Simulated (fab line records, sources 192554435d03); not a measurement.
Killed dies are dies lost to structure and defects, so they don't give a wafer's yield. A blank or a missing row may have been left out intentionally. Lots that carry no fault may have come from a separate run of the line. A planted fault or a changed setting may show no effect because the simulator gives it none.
Lot-split experiment	flow n5 finfet	on a route of 1938 steps: 7 lots, 21 wafers read

THE SPLIT
At N5_BEOL_M13_COAT_04 (resist thk 400 nm), the setting spin rpm was moved away from the recipe's 1625 rpm on 6 of the 21 wafers read, by -10.5% to -4.6%. The other wafers ran this setting at the recipe's value.

FROM THE SPLIT TO THE READING: what the file shows between them, 3 steps
- N5_BEOL_M13_EBR_06
- N5_BEOL_M13_SOFTBAKE_05: time 60 s
- N5_BEOL_M13_DESCUM_15: chemistry O2, time 7.9 s

THE READING
coat_of_BEOL_M13_COAT_04.thk nm (the simulator's own value, which no gauge read), in nm, at N5_BEOL_M13_ETCH_59 (etches BARC in N2/H2, target depth 89 nm, overetch 26.7 nm, time 67.9 s). No usual value for it is given in the file. Across the 15 wafers here that went through the recipe, the average is 318.4 nm and the standard deviation 2.7 nm.

wafer	tool, chamber at the split	spin rpm as run, rpm	against the recipe	coat_of_BEOL_M13_COAT_04.thk nm, nm	against lot-mates on the recipe
L074.1	litho track-03, 0	1625	recipe	321.2	-
L074.3	litho track-03, 0	1509	-7.1%	335.4	+14.2
L074.5	litho track-03, 0	1509	-7.1%	335.4	+14.2
L075.3	litho track-02, 0	1455	-10.5%	337.4	+17.2
L075.4	litho track-02, 0	1625	recipe	320.2	-
L075.5	litho track-02, 0	1455	-10.5%	339.4	+19.2
L082.2	litho track-02, 0	1625	recipe	316	-
L082.3	litho track-02, 0	1625	recipe	318	-
L082.4	litho track-02, 0	1625	recipe	314	-
L090.2	litho track-02, 0	1625	recipe	319.2	-
L090.3	litho track-02, 0	1625	recipe	316.4	-
L090.4	litho track-02, 0	1625	recipe	316.6	-
L087.1	litho track-01, 0	1625	recipe	317.8	-
L087.4	litho track-01, 0	1625	recipe	323.4	-
L087.5	litho track-01, 0	1625	recipe	321.4	-
L094.3	litho track-01, 0	1625	recipe	320.8	-
L094.4	litho track-01, 0	1625	recipe	320	-
L094.5	litho track-01, 0	1625	recipe	314.6	-
L097.1	litho track-03, 0	1551	-4.6%	329.2	+13.4
L097.2	litho track-03, 0	1551	-4.6%	325.6	+9.8
L097.4	litho track-03, 0	1625	recipe	315.8	-

FIT RESULTS
A straight line over all 21 wafers: coat_of_BEOL_M13_COAT_04.thk nm changes by -2.05 nm for each +1% of spin rpm; r = -0.95; the points scatter about the line by 2.6 nm.
The same after taking each lot's own level away (the mean of its wafers on the recipe; 21 wafers): -1.87 nm for each +1%; r = -0.96; scatter 2.1 nm.
That fit puts the effect of the largest move of spin rpm on the reading at 20 nm.
Measured against the standard deviation above, the lots' own levels, which go from 315.80 to 321.20 nm, span 2.0 times it.
Consequently the slope shifts little with the lot-to-lot level, the two slopes agreeing.
Check: with one of the wafers moved furthest among these (-10.5%) left out of the fit, the line predicts +21 nm for it against its lot-mates. Against them it came out at +17.2 nm.

THE WHOLE CHAIN: every reading that the file lists as answering this split, in the file's order
step	what it does	reading	change (the file's fit)	r (the file's)
N5_BEOL_M13_COAT_04	resist thk 400 nm	coat_of_BEOL_M13_COAT_04.thk nm (the simulator's own value, which no gauge read)	-2.16 nm for each +1% of the setting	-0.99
N5_BEOL_M13_DESCUM_15	chemistry O2, time 7.9 s	coat_of_BEOL_M13_COAT_04.thk nm (the simulator's own value, which no gauge read)	-2.15 nm for each +1% of the setting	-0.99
N5_BEOL_M13_ETCH_59	etches BARC in N2/H2, target depth 89 nm, overetch 26.7 nm, time 67.9 s	coat_of_BEOL_M13_COAT_04.thk nm (the simulator's own value, which no gauge read)	-1.9 nm for each +1% of the setting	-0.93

THE FILE'S OWN FIT
coat_of_BEOL_M13_COAT_04.thk nm changes by -1.9 nm for each +1% of spin rpm, r = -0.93.
